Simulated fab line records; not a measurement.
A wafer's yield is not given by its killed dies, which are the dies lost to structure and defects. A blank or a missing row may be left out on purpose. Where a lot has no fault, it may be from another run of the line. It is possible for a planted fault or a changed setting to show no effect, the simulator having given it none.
Chamber matching :: flow n5-finfet :: N5_BEOL_M11_PECVD_70 on pecvd-04 has 3 sister chambers
The step deposits SiO2 from TEOS/O2, target thk 20 nm, time 22.7 s. 6 wafers are shown with their chamber, then 12 later ones without.

== WAFERS WITH THEIR CHAMBER ==
wafer: L085.4
chamber: 0
throttle-valve-pct (%): 22.1
showerhead-plenum-p-Torr (Torr): 8.88

wafer: L085.5
chamber: 2
throttle-valve-pct (%): 21.2
showerhead-plenum-p-Torr (Torr): 8.81

wafer: L085.6
chamber: 1
throttle-valve-pct (%): 20.6
showerhead-plenum-p-Torr (Torr): 8.81

wafer: L087.1
chamber: 1
throttle-valve-pct (%): 20.5
showerhead-plenum-p-Torr (Torr): 8.79

wafer: L087.2
chamber: 2
throttle-valve-pct (%): 21.7
showerhead-plenum-p-Torr (Torr): 8.80

wafer: L087.3
chamber: 0
throttle-valve-pct (%): 22.2
showerhead-plenum-p-Torr (Torr): 8.85

== WAFERS WITH NO CHAMBER GIVEN ==
wafer: L093.1
throttle-valve-pct (%): 22.0
showerhead-plenum-p-Torr (Torr): 8.86

wafer: L093.5
throttle-valve-pct (%): 22.3
showerhead-plenum-p-Torr (Torr): 8.86

wafer: L093.6
throttle-valve-pct (%): 21.5
showerhead-plenum-p-Torr (Torr): 8.81

wafer: L094.1
throttle-valve-pct (%): 20.7
showerhead-plenum-p-Torr (Torr): 8.80

wafer: L094.3
throttle-valve-pct (%): 21.5
showerhead-plenum-p-Torr (Torr): 8.82

wafer: L094.4
throttle-valve-pct (%): 22.2
showerhead-plenum-p-Torr (Torr): 8.87

wafer: L096.1
throttle-valve-pct (%): 21.6
showerhead-plenum-p-Torr (Torr): 8.80

wafer: L096.3
throttle-valve-pct (%): 22.4
showerhead-plenum-p-Torr (Torr): 8.91

wafer: L096.6
throttle-valve-pct (%): 22.2
showerhead-plenum-p-Torr (Torr): 8.87

wafer: L097.3
throttle-valve-pct (%): 21.6
showerhead-plenum-p-Torr (Torr): 8.80

wafer: L097.4
throttle-valve-pct (%): 20.8
showerhead-plenum-p-Torr (Torr): 8.79

wafer: L097.6
throttle-valve-pct (%): 21.5
showerhead-plenum-p-Torr (Torr): 8.82

== WHICH CHAMBER EACH WENT THROUGH ==
wafer: L093.1
from the rows above: 0
in truth: 0

wafer: L093.5
from the rows above: 0
in truth: 0

wafer: L093.6
from the rows above: 2
in truth: 2

wafer: L094.1
from the rows above: 1
in truth: 1

wafer: L094.3
from the rows above: 2
in truth: 2

wafer: L094.4
from the rows above: 0
in truth: 0

wafer: L096.1
from the rows above: 2
in truth: 2

wafer: L096.3
from the rows above: 0
in truth: 0

wafer: L096.6
from the rows above: 0
in truth: 0

wafer: L097.3
from the rows above: 2
in truth: 2

wafer: L097.4
from the rows above: can't be placed: 1 or 2
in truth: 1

wafer: L097.6
from the rows above: 2
in truth: 2
Correct placement for 11 of the 12. Can't be placed from these rows: 1 (the true chamber is among the candidates in 1). Placed wrongly: 0.
How it was worked out, from the rows above alone: a wafer's distance from a chamber is the root of the sum, over the readings, of the square of ((its reading less the chamber's mean) divided by the reading's scatter). If the next closest chamber is less than 2 further off than the closest, the wafer can't be placed; otherwise it belongs to the closest. The mean given for a chamber averages the wafers shown for that chamber. How the scatter is found: for the shown wafers, subtract from each reading the mean of its chamber, square and add these, divide the total by (wafers less chambers), then take the root.
